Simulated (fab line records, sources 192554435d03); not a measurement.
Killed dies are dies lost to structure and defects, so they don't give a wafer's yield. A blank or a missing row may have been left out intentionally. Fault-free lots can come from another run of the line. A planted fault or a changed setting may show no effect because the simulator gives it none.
Split-lot trial ; flow n5_finfet ; 39 wafers read across 7 lots, on a route 1938 steps long

## THE SPLIT ITSELF
At N5_BEOL_M9_TRENCH_ETCH_37 (etches SiCOH lowk in C4F6/O2, target depth 151.43 nm, time 49 s), the setting target_depth_a was moved away from the recipe's 1514.3 angstrom on 18 of the 39 wafers read, by -48.1% to +46.6%. For the rest of the wafers, this setting stayed at what the recipe calls for.

## FROM THE SPLIT TO THE READING: what the file shows between them, 11 steps
- N5_BEOL_M9_ETCH_41: etches SiCN in CH3F/O2, target depth 36.6 nm, time 70.1 s
- N5_BEOL_M9_STRIP_80: strips in N2/H2, time 10 s
- N5_BEOL_M9_OCD_MEAS_38
- N5_BEOL_M9_HM_STRIP_39: strips TiN in peroxide tin strip, target depth 25 nm, time 158 s
- N5_BEOL_M9_SRD_40: time 30 s
- N5_BEOL_M9_ECD_50: material Cu, target thk 318 nm
- N5_BEOL_M9_ANNEAL_51: time 90 s
- N5_BEOL_M9_CMP_52: polishes, stops on SiCOH lowk, t overpolish 7 s, target thk 140 nm
- N5_BEOL_M9_THK_MEAS_53: measures by xrf
- N5_BEOL_M9_PRE_CLEAN_55: time 15 s
- N5_BEOL_M9_DEP_56: deposits SiCN from 3MS/NH3, target thk 15 nm, time 26.5 s

## THE READING
M9_RS, in ohm/sq, at N5_BEOL_M9_RS_MEAS_57 (measures by four-point-probe). On this fab line, fault-free wafers typically give 0.152 ohm/sq with a standard deviation of 0.0036 ohm/sq.

wafer;tool, chamber at the split;target_depth_a as run, angstrom;against the recipe;M9_RS, ohm/sq;against lot-mates on the recipe
L076.1;rie_diel-06, 3;1514.3;recipe;0.149;-
L076.2;rie_diel-06, 2;839.8;-44.5%;0.319;+0.168
L076.3;rie_diel-06, 1;839.8;-44.5%;0.323;+0.172
L076.4;rie_diel-06, 0;1514.3;recipe;0.155;-
L076.5;rie_diel-06, 3;1514.3;recipe;0.149;-
L076.6;rie_diel-06, 2;839.8;-44.5%;0.320;+0.169
L080.1;rie_diel-01, 1;1514.3;recipe;0.151;-
L080.2;rie_diel-01, 3;1137;-24.9%;0.221;+0.069
L080.3;rie_diel-01, 0;1514.3;recipe;0.151;-
L080.4;rie_diel-01, 3;1514.3;recipe;0.155;-
L080.5;rie_diel-01, 0;1137;-24.9%;0.218;+0.066
L080.6;rie_diel-01, 1;1137;-24.9%;0.216;+0.064
L087.1;rie_diel-06, 3;2091;+38.1%;0.104;-0.047
L087.2;rie_diel-06, 2;1514.3;recipe;0.152;-
L087.3;rie_diel-06, 1;1514.3;recipe;0.151;-
L087.4;rie_diel-06, 0;2091;+38.1%;0.107;-0.044
L087.5;rie_diel-06, 3;1514.3;recipe;0.151;-
L087.6;rie_diel-06, 2;2091;+38.1%;0.104;-0.047
L090.1;rie_diel-04, 1;2220;+46.6%;0.092;-0.058
L090.2;rie_diel-04, 0;2220;+46.6%;0.100;-0.050
L090.3;rie_diel-04, 3;1514.3;recipe;0.151;-
L090.4;rie_diel-04, 2;2220;+46.6%;0.101;-0.049
L090.5;rie_diel-04, 2;1514.3;recipe;0.156;-
L090.6;rie_diel-04, 1;1514.3;recipe;0.144;-
L091.1;rie_diel-06, 1;785.6;-48.1%;0.344;+0.194
L091.2;rie_diel-06, 3;785.6;-48.1%;0.345;+0.195
L091.3;rie_diel-06, 2;1514.3;recipe;0.147;-
L091.4;rie_diel-06, 0;1514.3;recipe;0.153;-
L091.5;rie_diel-06, 3;1514.3;recipe;0.150;-
L091.6;rie_diel-06, 2;785.6;-48.1%;0.349;+0.199
L094.1;rie_diel-01, 3;1514.3;recipe;0.148;-
L094.2;rie_diel-01, 0;1742;+15.0%;0.133;-0.020
L094.3;rie_diel-01, 1;1514.3;recipe;0.152;-
L094.4;rie_diel-01, 2;1742;+15.0%;0.133;-0.020
L094.5;rie_diel-01, 0;1514.3;recipe;0.159;-
L094.6;rie_diel-01, 3;1742;+15.0%;0.125;-0.028
L097.3;rie_diel-01, 3;1514.3;recipe;0.148;-
L097.5;rie_diel-01, 3;1514.3;recipe;0.146;-
L097.6;rie_diel-01, 1;1514.3;recipe;0.153;-

THE FIT
A straight line over all 39 wafers: M9_RS changes by -0.0026 ohm/sq for each +1% of target_depth_a; r = -0.92; the points scatter about the line by 0.029 ohm/sq.
The same after taking each lot's own level away (the mean of its wafers on the recipe; 39 wafers): -0.0026 ohm/sq for each +1%; r = -0.92; scatter 0.029 ohm/sq.
Per that fit: largest target_depth_a move, reading shift of 0.13 ohm/sq.
Across the lots, their own levels run from 0.1490 to 0.1530 ohm/sq, a range of 1.1 times the standard deviation given above.
Consequently the slope shifts little with the lot-to-lot level, the two slopes agreeing.
Check: for one of the wafers moved furthest among these (-48.1%), held out of the fit, the line's prediction against its lot-mates is +0.14 ohm/sq. It came out at +0.194 ohm/sq against them.

## FURTHER SPLITS ON THESE WAFERS
These wafers also went through other splits before the reading. Each is held against what the fit with the lots' levels taken away leaves over:
other split on the same wafers;wafers away from the commonest value;r with M9_RS (lot level and that fit taken away)
N5_SD_EPI_N_EPI_21 epi_growth_time_s;15;+0.19
N5_MOL_CONTACT_COAG_ALD_27 ald_cycles;15;-0.10
N5_MOL_CONTACT_COAG_ALD_133 ald_cycles;15;-0.13
N5_BEOL_M1_DEP_57 time_s;12;-0.31

## THE WHOLE CHAIN: every reading that the file lists as answering this split, in the file's order
step;what it does;reading;change (the file's fit);r (the file's)
N5_BEOL_M9_TRENCH_ETCH_37;etches SiCOH lowk in C4F6/O2, target depth 151.43 nm, time 49 s;BEOL_M9.feature_depth_nm (the simulator's own value, which no gauge read);+1.5 nm for each +1% of the setting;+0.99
N5_BEOL_M9_TRENCH_ETCH_37;etches SiCOH lowk in C4F6/O2, target depth 151.43 nm, time 49 s;etch.depth_nm (the simulator's own value, which no gauge read);+1.5 nm for each +1% of the setting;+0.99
N5_BEOL_M9_TRENCH_ETCH_37;etches SiCOH lowk in C4F6/O2, target depth 151.43 nm, time 49 s;TiN_of_BEOL_M9_HM_DEP_02.thk_nm (the simulator's own value, which no gauge read);-0.0381 nm for each +1% of the setting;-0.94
N5_BEOL_M9_OCD_MEAS_38;;trench_depth_nm;+1.5 nm for each +1% of the setting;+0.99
N5_BEOL_M9_CMP_52;polishes, stops on SiCOH lowk, t overpolish 7 s, target thk 140 nm;Cu_of_BEOL_M9_ECD_50.thk_nm (the simulator's own value, which no gauge read);+1.5 nm for each +1% of the setting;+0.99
N5_BEOL_M9_THK_MEAS_53;measures by xrf;M9_THK;+1.49 for each +1% of the setting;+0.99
N5_BEOL_M9_RS_MEAS_57;measures by four-point-probe;M9_RS;-0.00265 for each +1% of the setting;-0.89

## THE FILE'S OWN FIT
M9_RS changes by -0.00265 ohm/sq for each +1% of target_depth_a, r = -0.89.
